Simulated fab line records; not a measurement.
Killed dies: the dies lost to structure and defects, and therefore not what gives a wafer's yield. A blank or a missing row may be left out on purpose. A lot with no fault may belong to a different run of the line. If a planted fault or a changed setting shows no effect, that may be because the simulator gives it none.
fab line records / flow n5_finfet / part 2 of 2: steps 26 to 29 of 29
[record] lots = 5 wafers = 15 last_day = 17
route steps=1938 shown BEOL_M0@740 BEOL_M1@751
lots untouched by any fault: they come from a run of this same line in which no faults occurred
start_h: the number of hours between the record's first day and the start of the first shown wafer of the lot / wait_h: hours from the lot's prior step to this one / " the same as in the row above / L1.1+2: a row that stands for several wafers / - no value present, or no start provided / * or withheld: withheld / < > ~ a bound
route shown NAME@n: NAME is a module with steps in the file, n the number in the route of the first one / usual: mean and standard deviation over wafers with no fault / same: alike in all rows / chamber/n: place in a boat / sites: the reading at each site / _std_site: their standard deviation / _edge_site: inner sites' mean taken away from outer sites' mean / radius_mm: for every site, how far away it sits from the centre of the wafer / mask NAME#n: copy n / behind: the tool/chamber that last shaped the wafer / hold: why the lot went on hold/how many hours it stayed there/how the hold came to an end / device: names the non-switching transistor (n, p or np) / end of line: tests run on the same wafers once the route is complete / a step given without rows: its recipe and nothing more / killed: dies that structure and defects cost at the first sort, which is not the same as the wafer's yield / map: dies across one wafer; x = killed, . = not, _ = none there
set.NAME: the setting that was run; set.NAME@STEP: the one run at that earlier step / model.NAME: the simulator's own value behind a step, which no gauge read
lots seen at some steps along the route; tables by step, rows by wafer
services: from which hour (start_h, from the record's first day; less than 0 if before it) a tool's chamber was out of use, for how many hours, and why
[[steps]]
[step N5_BEOL_M1_INSPECT_13]
[recipe] mode = adi inspect_instrument = brightfield
[usual] raw_defect_count = 396/95
lot.wafer=L075.1 tool=defect_inspect-01 chamber=- start_h=135.81 wait_h=0.1 raw_defect_count=554
lot.wafer=L075.2 tool=defect_inspect-01 chamber=- start_h=135.81 wait_h=0.1 raw_defect_count=538
lot.wafer=L075.4 tool=defect_inspect-01 chamber=- start_h=135.81 wait_h=0.1 raw_defect_count=482
lot.wafer=L077.2 tool=defect_inspect-02 chamber=- start_h=139.67 wait_h=0.0 raw_defect_count=456
lot.wafer=L077.3 tool=defect_inspect-02 chamber=- start_h=139.67 wait_h=0.0 raw_defect_count=397
lot.wafer=L077.5 tool=defect_inspect-02 chamber=- start_h=139.67 wait_h=0.0 raw_defect_count=453
lot.wafer=L079.1 tool=defect_inspect-01 chamber=- start_h=150.22 wait_h=0.1 raw_defect_count=541
lot.wafer=L079.4 tool=defect_inspect-01 chamber=- start_h=150.22 wait_h=0.1 raw_defect_count=315
lot.wafer=L079.6 tool=defect_inspect-01 chamber=- start_h=150.22 wait_h=0.1 raw_defect_count=393
lot.wafer=L090.4 tool=defect_inspect-02 chamber=- start_h=227.94 wait_h=0.0 raw_defect_count=318
lot.wafer=L090.5 tool=defect_inspect-02 chamber=- start_h=227.94 wait_h=0.0 raw_defect_count=681
lot.wafer=L090.6 tool=defect_inspect-02 chamber=- start_h=227.94 wait_h=0.0 raw_defect_count=378
lot.wafer=L095.1 tool=defect_inspect-02 chamber=- start_h=253.33 wait_h=0.1 raw_defect_count=440
lot.wafer=L095.3 tool=defect_inspect-02 chamber=- start_h=253.33 wait_h=0.1 raw_defect_count=355
lot.wafer=L095.5 tool=defect_inspect-02 chamber=- start_h=253.33 wait_h=0.1 raw_defect_count=464
[step N5_BEOL_M1_DESCUM_16]
[recipe] chemistry = O2 time_s = 7 source_power_w = 50 bias_power_w = 20 pressure_mtorr = 20 rf_frequency_hz = 2.712e+07 temp_c = 40 resist = CAR-EUV o2_flow_sccm = 225
[usual] bias_power_w = 20.00/0.056 chamber_pressure_mTorr = 19.999/0.02 drypump_motor_current_A = 5.8/0.5 oes_product_au = 0.81/0.081 rf_fwd_power_W = 49.38/0.24 rf_vpp_V = 243.3/1.3 showerhead_plenum_p_Torr = 2.10/0.073 throttle_valve_pct = 20.41/0.22
lot.wafer=L075.1 tool=rie_diel-06 chamber=3 start_h=135.85 wait_h=0.0 bias_power_w=19.98 chamber_pressure_mTorr=20.003 drypump_motor_current_A=6.5 oes_product_au=0.86 rf_fwd_power_W=49.56 rf_hours_counter_h=66 rf_vpp_V=241.8 showerhead_plenum_p_Torr=2.04 throttle_valve_pct=20.44
lot.wafer=L075.2 tool=rie_diel-06 chamber=0 start_h=135.85 wait_h=0.0 bias_power_w=19.95 chamber_pressure_mTorr=19.970 drypump_motor_current_A=5.7 oes_product_au=0.88 rf_fwd_power_W=49.03 rf_hours_counter_h=29 rf_vpp_V=243.7 showerhead_plenum_p_Torr=2.12 throttle_valve_pct=20.00
lot.wafer=L075.4 tool=rie_diel-06 chamber=2 start_h=135.85 wait_h=0.0 bias_power_w=20.07 chamber_pressure_mTorr=19.984 drypump_motor_current_A=6.5 oes_product_au=0.79 rf_fwd_power_W=49.43 rf_hours_counter_h=138 rf_vpp_V=242.5 showerhead_plenum_p_Torr=2.10 throttle_valve_pct=20.50
lot.wafer=L077.2 tool=rie_diel-02 chamber=3 start_h=139.71 wait_h=0.0 bias_power_w=19.97 chamber_pressure_mTorr=19.994 drypump_motor_current_A=6.6 oes_product_au=0.67 rf_fwd_power_W=49.41 rf_hours_counter_h=249 rf_vpp_V=244.6 showerhead_plenum_p_Torr=2.16 throttle_valve_pct=20.51
lot.wafer=L077.3 tool=rie_diel-02 chamber=0 start_h=139.71 wait_h=0.0 bias_power_w=20.02 chamber_pressure_mTorr=20.003 drypump_motor_current_A=5.1 oes_product_au=0.99 rf_fwd_power_W=49.59 rf_hours_counter_h=1 rf_vpp_V=244.4 showerhead_plenum_p_Torr=2.22 throttle_valve_pct=20.52
lot.wafer=L077.5 tool=rie_diel-02 chamber=2 start_h=139.71 wait_h=0.0 bias_power_w=19.96 chamber_pressure_mTorr=20.009 drypump_motor_current_A=5.1 oes_product_au=0.81 rf_fwd_power_W=49.28 rf_hours_counter_h=- rf_vpp_V=243.1 showerhead_plenum_p_Torr=2.03 throttle_valve_pct=20.30
lot.wafer=L079.1 tool=rie_diel-06 chamber=3 start_h=150.26 wait_h=0.0 bias_power_w=20.00 chamber_pressure_mTorr=19.989 drypump_motor_current_A=6.5 oes_product_au=0.85 rf_fwd_power_W=49.31 rf_hours_counter_h=70 rf_vpp_V=242.7 showerhead_plenum_p_Torr=2.04 throttle_valve_pct=20.45
lot.wafer=L079.4 tool=rie_diel-06 chamber=1 start_h=150.26 wait_h=0.0 bias_power_w=19.98 chamber_pressure_mTorr=20.004 drypump_motor_current_A=5.5 oes_product_au=0.75 rf_fwd_power_W=49.12 rf_hours_counter_h=172 rf_vpp_V=241.3 showerhead_plenum_p_Torr=1.99 throttle_valve_pct=20.33
lot.wafer=L079.6 tool=rie_diel-06 chamber=0 start_h=150.26 wait_h=0.0 bias_power_w=20.07 chamber_pressure_mTorr=19.982 drypump_motor_current_A=5.7 oes_product_au=0.88 rf_fwd_power_W=49.38 rf_hours_counter_h=- rf_vpp_V=244.5 showerhead_plenum_p_Torr=2.12 throttle_valve_pct=20.00
lot.wafer=L090.4 tool=rie_diel-02 chamber=3 start_h=227.99 wait_h=0.0 bias_power_w=19.98 chamber_pressure_mTorr=20.006 drypump_motor_current_A=6.6 oes_product_au=0.91 rf_fwd_power_W=49.77 rf_hours_counter_h=- rf_vpp_V=245.1 showerhead_plenum_p_Torr=2.15 throttle_valve_pct=20.19
lot.wafer=L090.5 tool=rie_diel-02 chamber=0 start_h=227.99 wait_h=0.0 bias_power_w=20.03 chamber_pressure_mTorr=19.983 drypump_motor_current_A=5.1 oes_product_au=0.89 rf_fwd_power_W=49.72 rf_hours_counter_h=- rf_vpp_V=244.4 showerhead_plenum_p_Torr=2.21 throttle_valve_pct=20.57
lot.wafer=L090.6 tool=rie_diel-02 chamber=1 start_h=227.99 wait_h=0.0 bias_power_w=20.01 chamber_pressure_mTorr=19.985 drypump_motor_current_A=5.6 oes_product_au=0.73 rf_fwd_power_W=49.55 rf_hours_counter_h=- rf_vpp_V=243.7 showerhead_plenum_p_Torr=2.17 throttle_valve_pct=20.55
lot.wafer=L095.1 tool=rie_diel-02 chamber=0 start_h=253.36 wait_h=0.0 bias_power_w=20.07 chamber_pressure_mTorr=20.017 drypump_motor_current_A=5.1 oes_product_au=0.88 rf_fwd_power_W=49.81 rf_hours_counter_h=41 rf_vpp_V=245.4 showerhead_plenum_p_Torr=2.21 throttle_valve_pct=20.58
lot.wafer=L095.3 tool=rie_diel-02 chamber=1 start_h=253.36 wait_h=0.0 bias_power_w=20.01 chamber_pressure_mTorr=20.002 drypump_motor_current_A=5.5 oes_product_au=0.72 rf_fwd_power_W=49.85 rf_hours_counter_h=185 rf_vpp_V=243.4 showerhead_plenum_p_Torr=2.17 throttle_valve_pct=20.57
lot.wafer=L095.5 tool=rie_diel-02 chamber=3 start_h=253.36 wait_h=0.0 bias_power_w=19.88 chamber_pressure_mTorr=20.039 drypump_motor_current_A=6.6 oes_product_au=0.89 rf_fwd_power_W=49.83 rf_hours_counter_h=- rf_vpp_V=244.5 showerhead_plenum_p_Torr=2.15 throttle_valve_pct=20.22
[step N5_BEOL_M1_ETCH_74]
[recipe] chemistry = N2/H2 target = underlayer target_depth_a = 65 mask_material = CAR-EUV time_s = 5.2 ion_energy_ev = 200 pressure_mtorr = 30 source_w = 840 bias_w = 150 n2_flow_sccm = 200 h2_flow_sccm = 200 ends = cleared
[usual] bias_w = 150.0/0.43 chamber_pressure_mTorr = 29.99/0.042 drypump_motor_current_A = 5.8/0.5 etch_rf_on_time_s = 5.21/0.095 oes_product_au = 0.69/0.068 rf_fwd_power_W = 819.2/2.3 rf_vpp_V = 524.4/2.6 showerhead_plenum_p_Torr = 2.56/0.089 throttle_valve_pct = 17.87/0.24
lot.wafer=L075.1 tool=rie_diel-06 chamber=3 start_h=135.88 wait_h=0.0 bias_w=151.0 chamber_pressure_mTorr=30.06 drypump_motor_current_A=6.5 etch_rf_on_time_s=5.23 oes_product_au=0.72 rf_fwd_power_W=820.1 rf_hours_counter_h=66 rf_vpp_V=521.2 showerhead_plenum_p_Torr=2.48 throttle_valve_pct=17.78
lot.wafer=L075.2 tool=rie_diel-06 chamber=0 start_h=135.88 wait_h=0.0 bias_w=149.7 chamber_pressure_mTorr=29.99 drypump_motor_current_A=5.7 etch_rf_on_time_s=5.17 oes_product_au=0.75 rf_fwd_power_W=822.6 rf_hours_counter_h=29 rf_vpp_V=523.7 showerhead_plenum_p_Torr=2.60 throttle_valve_pct=17.58
lot.wafer=L075.4 tool=rie_diel-06 chamber=2 start_h=135.88 wait_h=0.0 bias_w=149.8 chamber_pressure_mTorr=30.01 drypump_motor_current_A=6.5 etch_rf_on_time_s=5.30 oes_product_au=0.67 rf_fwd_power_W=818.4 rf_hours_counter_h=138 rf_vpp_V=526.4 showerhead_plenum_p_Torr=2.54 throttle_valve_pct=17.80
lot.wafer=L077.2 tool=rie_diel-02 chamber=3 start_h=139.74 wait_h=0.0 bias_w=150.7 chamber_pressure_mTorr=30.01 drypump_motor_current_A=6.5 etch_rf_on_time_s=5.42 oes_product_au=0.57 rf_fwd_power_W=822.5 rf_hours_counter_h=249 rf_vpp_V=525.4 showerhead_plenum_p_Torr=2.60 throttle_valve_pct=17.85
lot.wafer=L077.3 tool=rie_diel-02 chamber=0 start_h=139.74 wait_h=0.0 bias_w=150.5 chamber_pressure_mTorr=30.00 drypump_motor_current_A=5.1 etch_rf_on_time_s=5.19 oes_product_au=0.84 rf_fwd_power_W=813.8 rf_hours_counter_h=1 rf_vpp_V=526.6 showerhead_plenum_p_Torr=2.72 throttle_valve_pct=17.97
lot.wafer=L077.5 tool=rie_diel-02 chamber=2 start_h=139.74 wait_h=0.0 bias_w=149.8 chamber_pressure_mTorr=29.99 drypump_motor_current_A=5.1 etch_rf_on_time_s=5.47 oes_product_au=0.68 rf_fwd_power_W=818.7 rf_hours_counter_h=- rf_vpp_V=523.3 showerhead_plenum_p_Torr=2.47 throttle_valve_pct=17.67
lot.wafer=L079.1 tool=rie_diel-06 chamber=3 start_h=150.29 wait_h=0.0 bias_w=149.5 chamber_pressure_mTorr=30.04 drypump_motor_current_A=6.6 etch_rf_on_time_s=5.21 oes_product_au=0.72 rf_fwd_power_W=818.7 rf_hours_counter_h=70 rf_vpp_V=523.5 showerhead_plenum_p_Torr=2.48 throttle_valve_pct=17.78
lot.wafer=L079.4 tool=rie_diel-06 chamber=1 start_h=150.29 wait_h=0.0 bias_w=150.6 chamber_pressure_mTorr=30.04 drypump_motor_current_A=5.6 etch_rf_on_time_s=5.33 oes_product_au=0.62 rf_fwd_power_W=819.9 rf_hours_counter_h=172 rf_vpp_V=521.3 showerhead_plenum_p_Torr=2.43 throttle_valve_pct=17.91
lot.wafer=L079.6 tool=rie_diel-06 chamber=0 start_h=150.29 wait_h=0.0 bias_w=149.8 chamber_pressure_mTorr=30.03 drypump_motor_current_A=5.8 etch_rf_on_time_s=5.21 oes_product_au=0.75 rf_fwd_power_W=818.0 rf_hours_counter_h=- rf_vpp_V=524.1 showerhead_plenum_p_Torr=2.60 throttle_valve_pct=17.58
lot.wafer=L090.4 tool=rie_diel-02 chamber=3 start_h=228.01 wait_h=0.0 bias_w=150.2 chamber_pressure_mTorr=30.03 drypump_motor_current_A=6.6 etch_rf_on_time_s=5.06 oes_product_au=0.77 rf_fwd_power_W=819.2 rf_hours_counter_h=- rf_vpp_V=526.5 showerhead_plenum_p_Torr=2.59 throttle_valve_pct=17.47
lot.wafer=L090.5 tool=rie_diel-02 chamber=0 start_h=228.01 wait_h=0.0 bias_w=150.0 chamber_pressure_mTorr=29.92 drypump_motor_current_A=5.1 etch_rf_on_time_s=5.16 oes_product_au=0.75 rf_fwd_power_W=821.0 rf_hours_counter_h=- rf_vpp_V=528.5 showerhead_plenum_p_Torr=2.71 throttle_valve_pct=18.07
lot.wafer=L090.6 tool=rie_diel-02 chamber=1 start_h=228.01 wait_h=0.0 bias_w=149.7 chamber_pressure_mTorr=30.02 drypump_motor_current_A=5.6 etch_rf_on_time_s=5.30 oes_product_au=0.62 rf_fwd_power_W=816.7 rf_hours_counter_h=- rf_vpp_V=525.8 showerhead_plenum_p_Torr=2.64 throttle_valve_pct=18.14
lot.wafer=L095.1 tool=rie_diel-02 chamber=0 start_h=253.40 wait_h=0.0 bias_w=150.9 chamber_pressure_mTorr=29.99 drypump_motor_current_A=5.1 etch_rf_on_time_s=5.10 oes_product_au=0.75 rf_fwd_power_W=817.9 rf_hours_counter_h=41 rf_vpp_V=528.2 showerhead_plenum_p_Torr=2.70 throttle_valve_pct=18.08
lot.wafer=L095.3 tool=rie_diel-02 chamber=1 start_h=253.40 wait_h=0.0 bias_w=150.1 chamber_pressure_mTorr=29.98 drypump_motor_current_A=5.5 etch_rf_on_time_s=5.33 oes_product_au=0.62 rf_fwd_power_W=821.8 rf_hours_counter_h=185 rf_vpp_V=528.7 showerhead_plenum_p_Torr=2.64 throttle_valve_pct=18.12
lot.wafer=L095.5 tool=rie_diel-02 chamber=3 start_h=253.40 wait_h=0.0 bias_w=150.0 chamber_pressure_mTorr=30.06 drypump_motor_current_A=6.6 etch_rf_on_time_s=5.08 oes_product_au=0.76 rf_fwd_power_W=816.9 rf_hours_counter_h=- rf_vpp_V=526.0 showerhead_plenum_p_Torr=2.59 throttle_valve_pct=17.48
[step N5_BEOL_M1_ETCH_63]
[recipe] chemistry = CF4 target = SiARC target_depth_a = 156 mask_material = CAR-EUV time_s = 26 ion_energy_ev = 80 pressure_mtorr = 40 source_w = 545 bias_w = 36 Ar_flow_sccm = 100 cf4_flow_sccm = 100 ends = cleared
[usual] bias_w = 36.01/0.1 cf4_flow_sccm = 100.1/0.33 chamber_pressure_mTorr = 40.00/0.034 drypump_motor_current_A = 5.8/0.5 etch_rf_on_time_s = 26.0/0.44 mfc_ar_sccm = 100.01/0.28 oes_product_au = 0.69/0.069 rf_fwd_power_W = 532.3/2.3 rf_vpp_V = 184.0/1.2 showerhead_plenum_p_Torr = 2.15/0.071 throttle_valve_pct = 15.59/0.22
lot.wafer=L075.1 tool=rie_diel-06 chamber=3 start_h=135.90 wait_h=0.0 bias_w=36.06 cf4_flow_sccm=100.0 chamber_pressure_mTorr=39.97 drypump_motor_current_A=6.5 etch_rf_on_time_s=25.6 mfc_ar_sccm=100.25 oes_product_au=0.73 rf_fwd_power_W=533.0 rf_hours_counter_h=66 rf_vpp_V=183.5 showerhead_plenum_p_Torr=2.09 throttle_valve_pct=15.55
lot.wafer=L075.2 tool=rie_diel-06 chamber=0 start_h=135.90 wait_h=0.0 bias_w=36.08 cf4_flow_sccm=100.6 chamber_pressure_mTorr=40.01 drypump_motor_current_A=5.7 etch_rf_on_time_s=25.6 mfc_ar_sccm=99.95 oes_product_au=0.76 rf_fwd_power_W=531.0 rf_hours_counter_h=29 rf_vpp_V=184.7 showerhead_plenum_p_Torr=2.18 throttle_valve_pct=15.24
lot.wafer=L075.4 tool=rie_diel-06 chamber=2 start_h=135.90 wait_h=0.0 bias_w=35.89 cf4_flow_sccm=100.4 chamber_pressure_mTorr=40.01 drypump_motor_current_A=6.5 etch_rf_on_time_s=26.0 mfc_ar_sccm=99.79 oes_product_au=0.67 rf_fwd_power_W=531.0 rf_hours_counter_h=138 rf_vpp_V=184.6 showerhead_plenum_p_Torr=2.15 throttle_valve_pct=15.73
lot.wafer=L077.2 tool=rie_diel-02 chamber=3 start_h=139.76 wait_h=0.0 bias_w=36.03 cf4_flow_sccm=99.7 chamber_pressure_mTorr=40.03 drypump_motor_current_A=6.6 etch_rf_on_time_s=27.1 mfc_ar_sccm=99.78 oes_product_au=0.57 rf_fwd_power_W=538.9 rf_hours_counter_h=249 rf_vpp_V=184.3 showerhead_plenum_p_Torr=2.19 throttle_valve_pct=15.71
lot.wafer=L077.3 tool=rie_diel-02 chamber=0 start_h=139.76 wait_h=0.0 bias_w=35.93 cf4_flow_sccm=99.9 chamber_pressure_mTorr=39.99 drypump_motor_current_A=5.1 etch_rf_on_time_s=25.6 mfc_ar_sccm=99.81 oes_product_au=0.84 rf_fwd_power_W=534.0 rf_hours_counter_h=1 rf_vpp_V=183.2 showerhead_plenum_p_Torr=2.28 throttle_valve_pct=15.72
lot.wafer=L077.5 tool=rie_diel-02 chamber=2 start_h=139.76 wait_h=0.0 bias_w=36.03 cf4_flow_sccm=100.7 chamber_pressure_mTorr=40.02 drypump_motor_current_A=5.0 etch_rf_on_time_s=26.6 mfc_ar_sccm=99.51 oes_product_au=0.69 rf_fwd_power_W=531.9 rf_hours_counter_h=- rf_vpp_V=182.6 showerhead_plenum_p_Torr=2.08 throttle_valve_pct=15.46
lot.wafer=L079.1 tool=rie_diel-06 chamber=3 start_h=150.31 wait_h=0.0 bias_w=35.96 cf4_flow_sccm=100.4 chamber_pressure_mTorr=39.99 drypump_motor_current_A=6.5 etch_rf_on_time_s=25.7 mfc_ar_sccm=100.07 oes_product_au=0.72 rf_fwd_power_W=530.4 rf_hours_counter_h=70 rf_vpp_V=183.1 showerhead_plenum_p_Torr=2.08 throttle_valve_pct=15.55
lot.wafer=L079.4 tool=rie_diel-06 chamber=1 start_h=150.31 wait_h=0.0 bias_w=36.09 cf4_flow_sccm=100.0 chamber_pressure_mTorr=39.99 drypump_motor_current_A=5.5 etch_rf_on_time_s=26.4 mfc_ar_sccm=100.34 oes_product_au=0.62 rf_fwd_power_W=531.9 rf_hours_counter_h=172 rf_vpp_V=182.2 showerhead_plenum_p_Torr=2.06 throttle_valve_pct=15.60
lot.wafer=L079.6 tool=rie_diel-06 chamber=0 start_h=150.31 wait_h=0.0 bias_w=36.18 cf4_flow_sccm=99.5 chamber_pressure_mTorr=39.99 drypump_motor_current_A=5.7 etch_rf_on_time_s=25.5 mfc_ar_sccm=100.21 oes_product_au=0.75 rf_fwd_power_W=530.9 rf_hours_counter_h=- rf_vpp_V=183.6 showerhead_plenum_p_Torr=2.18 throttle_valve_pct=15.25
lot.wafer=L090.4 tool=rie_diel-02 chamber=3 start_h=228.04 wait_h=0.0 bias_w=36.14 cf4_flow_sccm=100.3 chamber_pressure_mTorr=40.04 drypump_motor_current_A=6.6 etch_rf_on_time_s=25.5 mfc_ar_sccm=100.06 oes_product_au=0.77 rf_fwd_power_W=536.3 rf_hours_counter_h=- rf_vpp_V=184.3 showerhead_plenum_p_Torr=2.18 throttle_valve_pct=15.28
lot.wafer=L090.5 tool=rie_diel-02 chamber=0 start_h=228.04 wait_h=0.0 bias_w=36.13 cf4_flow_sccm=99.7 chamber_pressure_mTorr=39.99 drypump_motor_current_A=5.1 etch_rf_on_time_s=25.2 mfc_ar_sccm=99.38 oes_product_au=0.76 rf_fwd_power_W=534.2 rf_hours_counter_h=- rf_vpp_V=185.3 showerhead_plenum_p_Torr=2.27 throttle_valve_pct=15.79
lot.wafer=L090.6 tool=rie_diel-02 chamber=1 start_h=228.04 wait_h=0.0 bias_w=36.05 cf4_flow_sccm=100.1 chamber_pressure_mTorr=40.06 drypump_motor_current_A=5.5 etch_rf_on_time_s=26.6 mfc_ar_sccm=99.96 oes_product_au=0.62 rf_fwd_power_W=531.3 rf_hours_counter_h=- rf_vpp_V=185.0 showerhead_plenum_p_Torr=2.21 throttle_valve_pct=15.68
lot.wafer=L095.1 tool=rie_diel-02 chamber=0 start_h=253.41 wait_h=0.0 bias_w=36.24 cf4_flow_sccm=100.1 chamber_pressure_mTorr=40.02 drypump_motor_current_A=5.1 etch_rf_on_time_s=25.6 mfc_ar_sccm=100.23 oes_product_au=0.75 rf_fwd_power_W=533.6 rf_hours_counter_h=41 rf_vpp_V=184.2 showerhead_plenum_p_Torr=2.27 throttle_valve_pct=15.80
lot.wafer=L095.3 tool=rie_diel-02 chamber=1 start_h=253.41 wait_h=0.0 bias_w=35.91 cf4_flow_sccm=100.1 chamber_pressure_mTorr=40.01 drypump_motor_current_A=5.6 etch_rf_on_time_s=26.6 mfc_ar_sccm=100.51 oes_product_au=0.62 rf_fwd_power_W=529.8 rf_hours_counter_h=185 rf_vpp_V=184.9 showerhead_plenum_p_Torr=2.21 throttle_valve_pct=15.72
lot.wafer=L095.5 tool=rie_diel-02 chamber=3 start_h=253.41 wait_h=0.0 bias_w=35.92 cf4_flow_sccm=99.4 chamber_pressure_mTorr=39.96 drypump_motor_current_A=6.6 etch_rf_on_time_s=25.7 mfc_ar_sccm=100.81 oes_product_au=0.76 rf_fwd_power_W=537.1 rf_hours_counter_h=- rf_vpp_V=184.0 showerhead_plenum_p_Torr=2.18 throttle_valve_pct=15.29
[[services]]
tool=pecvd-04 chamber=- start_h=112.14 hours=0.4 kind=repair
tool=rie_diel-06 chamber=1 start_h=113.05 hours=1.8 kind=repair
tool=rie_diel-02 chamber=2 start_h=113.09 hours=5.5 kind=repair
tool=rie_diel-02 chamber=3 start_h=114.85 hours=2.7 kind=repair
tool=ecd_cu-02 chamber=- start_h=121.54 hours=5.7 kind=repair
tool=euv_scanner-01 chamber=- start_h=123.21 hours=0.5 kind=repair
tool=euv_scanner-02 chamber=- start_h=133.33 hours=5.8 kind=pm
tool=euv_scanner-01 chamber=- start_h=139.11 hours=1.0 kind=pm
tool=pecvd-04 chamber=- start_h=140.80 hours=0.6 kind=repair
tool=euv_scanner-02 chamber=- start_h=156.67 hours=1.0 kind=pm
tool=euv_scanner-01 chamber=- start_h=165.30 hours=17.3 kind=pm
tool=pecvd-03 chamber=2 start_h=166.60 hours=19.3 kind=repair
tool=pecvd-01 chamber=- start_h=168.36 hours=5.5 kind=pm
tool=pecvd-04 chamber=- start_h=172.05 hours=0.9 kind=repair
tool=euv_scanner-01 chamber=- start_h=182.60 hours=5.8 kind=pm
tool=euv_scanner-02 chamber=- start_h=185.16 hours=12.4 kind=repair
tool=rie_diel-02 chamber=2 start_h=187.47 hours=42.2 kind=repair
tool=ecd_cu-02 chamber=- start_h=190.03 hours=0.5 kind=repair
tool=euv_scanner-01 chamber=- start_h=197.55 hours=1.0 kind=pm
tool=ecd_cu-02 chamber=- start_h=213.28 hours=3.4 kind=pm
tool=pecvd-01 chamber=0 start_h=233.76 hours=9.1 kind=repair
tool=euv_scanner-01 chamber=- start_h=242.39 hours=0.2 kind=repair
tool=pecvd-02 chamber=1 start_h=242.54 hours=2.1 kind=repair
tool=euv_scanner-01 chamber=- start_h=246.73 hours=1.0 kind=pm
